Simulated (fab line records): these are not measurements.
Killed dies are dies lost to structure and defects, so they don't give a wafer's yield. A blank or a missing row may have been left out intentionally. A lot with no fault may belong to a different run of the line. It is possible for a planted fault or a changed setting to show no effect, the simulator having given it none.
Chamber matching + flow n5Finfet + N5_MOL_CONTACT_COAG_DESCUM_45 on rieDiel-04: 4 sister chambers
The step chemistry O2, time 7 s. 22 wafers are shown with their chamber, then 11 later ones without.

EACH WAFER AND ITS CHAMBER
| wafer  | chamber | showerheadPlenumPTorr (Torr) | drypumpMotorCurrentA (A) | throttleValvePct (%) |
|--------|---------|------------------------------|--------------------------|----------------------|
| L074.2 | 2       | 2.14                         | 5.4                      | 20.42                |
| L074.3 | 1       | 2.06                         | 5.4                      | 20.33                |
| L074.4 | 0       | 2.08                         | 5.7                      | 20.55                |
| L081.3 | 2       | 2.13                         | 5.4                      | 20.44                |
| L081.5 | 0       | 2.07                         | 5.8                      | 20.60                |
| L081.6 | 2       | 2.13                         | 5.4                      | 20.44                |
| L085.1 | 1       | 2.05                         | 5.4                      | 20.37                |
| L085.2 | 0       | 2.07                         | 5.8                      | 20.62                |
| L085.3 | 3       | 2.13                         | 5.6                      | 20.43                |
| L086.4 | 0       | 2.07                         | 5.7                      | 20.61                |
| L086.5 | 0       | 2.07                         | 5.7                      | 20.61                |
| L086.6 | 3       | 2.13                         | 5.6                      | 20.45                |
| L090.2 | 0       | 2.07                         | 5.7                      | 20.61                |
| L090.3 | 1       | 2.05                         | 5.4                      | 20.36                |
| L090.4 | 2       | 2.13                         | 5.4                      | 20.47                |
| L091.1 | 0       | 2.07                         | 5.8                      | 20.63                |
| L091.3 | 2       | 2.13                         | 5.4                      | 20.46                |
| L091.6 | 3       | 2.13                         | 5.6                      | 20.45                |
| L092.2 | 1       | 2.05                         | 5.4                      | 20.35                |
| L092.5 | 3       | 2.13                         | 5.6                      | 20.46                |
| L092.6 | 2       | 2.13                         | 5.4                      | 20.48                |
| L093.1 | 0       | 2.07                         | 5.8                      | 20.64                |

SIGNATURES (averages over the wafers above)
| reading               | chamber 0 | chamber 1 | chamber 2 | chamber 3 | scatter within a chamber |
|-----------------------|-----------|-----------|-----------|-----------|--------------------------|
| showerheadPlenumPTorr | 2.0713    | 2.0525    | 2.1317    | 2.1300    | 0.0037                   |
| drypumpMotorCurrentA  | 5.750     | 5.400     | 5.400     | 5.600     | 0.0333                   |
| throttleValvePct      | 20.6088   | 20.3525   | 20.4517   | 20.4475   | 0.0223                   |
Rule: for each reading, subtract the chamber's mean from the wafer's reading, divide by that reading's scatter and square the result; add these up over the readings and take the root, which gives the wafer's distance from the chamber. If the next closest chamber is less than 2 further off than the closest, the wafer can't be placed; otherwise it belongs to the closest. The scatter is the square root of a quotient: the sum, over the shown wafers, of each reading's squared deviation from its chamber's mean, divided by wafers minus chambers.

WAFERS WHOSE CHAMBER IS MISSING
| wafer  | showerheadPlenumPTorr (Torr) | drypumpMotorCurrentA (A) | throttleValvePct (%) |
|--------|------------------------------|--------------------------|----------------------|
| L093.3 | 2.13                         | 5.6                      | 20.45                |
| L093.6 | 2.07                         | 5.7                      | 20.61                |
| L094.1 | 2.13                         | 5.6                      | 20.47                |
| L094.2 | 2.12                         | 5.5                      | 20.50                |
| L094.3 | 2.13                         | 5.6                      | 20.47                |
| L096.4 | 2.12                         | 5.6                      | 20.47                |
| L096.5 | 2.12                         | 5.4                      | 20.47                |
| L096.6 | 2.04                         | 5.4                      | 20.37                |
| L097.1 | 2.04                         | 5.4                      | 20.38                |
| L097.3 | 2.12                         | 5.4                      | 20.49                |
| L097.6 | 2.12                         | 5.4                      | 20.48                |

THE CHAMBER EACH PASSED THROUGH
| wafer  | from the rows above     | in truth |
|--------|-------------------------|----------|
| L093.3 | 3                       | 3        |
| L093.6 | 0                       | 0        |
| L094.1 | 3                       | 3        |
| L094.2 | can't be placed: 3 or 2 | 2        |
| L094.3 | 3                       | 3        |
| L096.4 | 3                       | 3        |
| L096.5 | 2                       | 2        |
| L096.6 | 1                       | 1        |
| L097.1 | 1                       | 1        |
| L097.3 | 2                       | 2        |
| L097.6 | 2                       | 2        |
Placed correctly: 10 of 11. Cannot be placed on the basis of these rows: 1; the candidates contain the true chamber in 1. Wrongly placed: 0.
